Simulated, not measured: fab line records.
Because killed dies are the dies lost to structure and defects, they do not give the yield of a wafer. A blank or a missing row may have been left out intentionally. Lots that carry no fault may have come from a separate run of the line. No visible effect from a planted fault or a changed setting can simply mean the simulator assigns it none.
Struck lot and sound lot, side by side / flow n5-finfet / 23 out of 1938 route steps
Sound: wafers L591.1, L591.2, L591.6. Wafers L592.1, L592.3, L592.4 were the ones struck. The cause is named last.
Each step with rows lists, per side, the tool, then ch with its chambers, then its first start. Under that, the readings that differ: sound wafers / struck wafers / difference of the means / sigmas: that difference in standard deviations of wafers without a fault.
alike: same words and numbers on both sides, and readings whose means sit less than 2 such deviations apart. not compared: any withheld reading, any reading some wafer has no value for, any bound like >300 that may hide the same value, and any number with overlapping values for which the record gives no deviation.
A row with sigmas, a row that says differs or no value, or rows on one side alone: a step with any of these is where the two part. When numbers do not overlap yet have no deviation, they are printed without sigmas and do not part them. Lack of a reading on every wafer of one side parts them only where that side has two or more wafers.

first, 9 steps without rows for these wafers: N5_BEOL_M1_ILD_DEP_00 (deposits SiOC from DEMS/O2, target thk 79 nm, time 15.3 s); N5_BEOL_M1_PECVD_72 (deposits SiO2 from TEOS/O2, target thk 16 nm, time 18 s); N5_BEOL_M1_HM_DEP_02 (deposits TiN, target thk 20 nm); N5_BEOL_M1_COAT_61 (time 60 s, resist thk 60 nm); N5_BEOL_M1_COAT_62 (time 60 s, resist thk 12 nm); N5_BEOL_M1_COAT_73 (time 60 s, resist thk 5 nm); N5_BEOL_M1_COAT_05 (resist thk 30 nm); N5_BEOL_M1_EBR_07; N5_BEOL_M1_SOFTBAKE_06 (time 60 s).
N5_BEOL_M1_EXPOSE_08: exposes mask M1.
  sound on euv-scanner-01 ch 0, day 7 14:42; struck on euv-scanner-01 ch 0, day 8 13:29
reading=exposure-dose-mJ-cm2; sound=32.91 32.99 32.96; struck=31.90 31.87 31.88; difference=-1.07; sigmas=-26
  alike: mask
then, 3 steps without rows for these wafers: N5_BEOL_M1_PEB_09 (peb time 60 s); N5_BEOL_M1_DEVELOP_10 (develop time 30 s); N5_BEOL_M1_DESCUM_16 (chemistry O2, time 7 s).
N5_BEOL_M1_ETCH_74: etches underlayer in N2/H2, target depth 6.5 nm, time 5.2 s.
  sound on rie-diel-01 ch 1,3, day 7 14:59; struck on rie-diel-04 ch 1,2,3, day 8 13:47
reading=model.BEOL_M1.cd-offset-nm (nm); sound=0.2 0 -0.2; struck=-0.8 -0.8 -0.8; difference=-0.8; sigmas=
  alike: bias-w, drypump-motor-current-A, etch-rf-on-time-s, h2-flow-sccm, oes-product-au, rf-vpp-V, showerhead-plenum-p-Torr, throttle-valve-pct
  not compared: rf-hours-counter-h
then, 5 steps without rows for these wafers: N5_BEOL_M1_ETCH_63 (etches SiARC in CF4, target depth 15.6 nm, time 26 s); N5_BEOL_M1_ETCH_64 (etches SOC in N2/H2, target depth 75 nm, overetch 15 nm, time 112.5 s); N5_BEOL_M1_STRIP_65 (strips in N2/H2); N5_BEOL_M1_STRIP_75 (strips in N2/H2); N5_BEOL_M1_STRIP_66 (strips in CF4).
N5_BEOL_M1_HM_OPEN_17: chemistry Cl2/BCl3, target TiN, target depth 20 nm, overetch 6 nm.
  sound on rie-metal-02 ch 0,1, day 7 15:12; struck on rie-metal-01 ch 0,1, day 8 13:59
  alike: bias-w, drypump-motor-current-A, he-backside-leak-sccm, oes-product-au, throttle-valve-pct
  not compared: rf-hours-counter-h, model.BEOL_M1.cd-offset-nm
then, 1 step without rows for these wafers: N5_BEOL_M1_STRIP_19 (strips in O2).
N5_BEOL_M4_RC_MEAS_101:
  sound on prober-02 ch 0, day 9 22:19; struck on prober-01 ch 0, day 10 04:55
reading=DIBL_P (mV/V); sound=40.3 38.8 39.2; struck=36.4 34.2 33.9; difference=-4.6; sigmas=-2
reading=IOFF_N (nA/um); sound=0.224 0.185 0.214; struck=0.168 0.133 0.140; difference=-0.061; sigmas=-2
reading=IOFF_P (nA/um); sound=0.27 0.25 0.26; struck=0.19 0.16 0.16; difference=-0.09; sigmas=-3
reading=VT_P (mV); sound=-248.9 -247.6 -245.5; struck=-252.0 -254.7 -253.7; difference=-6.1; sigmas=-2
  alike: DIBL_N, ION_N, ION_P, SS_N, SS_P, VT_N
next, for these wafers, 1 step has no rows: N5_PASSIVATION_PROBE_49.

## WHERE THEY PART
Last at N5_BEOL_M4_RC_MEAS_101 as far as this record goes, first at N5_BEOL_M1_EXPOSE_08.

WHY: what had been put in by the simulator
Process parameters drifting: euv-scanner-01 at N5_BEOL_M1_EXPOSE_08, beginning at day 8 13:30. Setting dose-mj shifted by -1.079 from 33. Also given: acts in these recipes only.
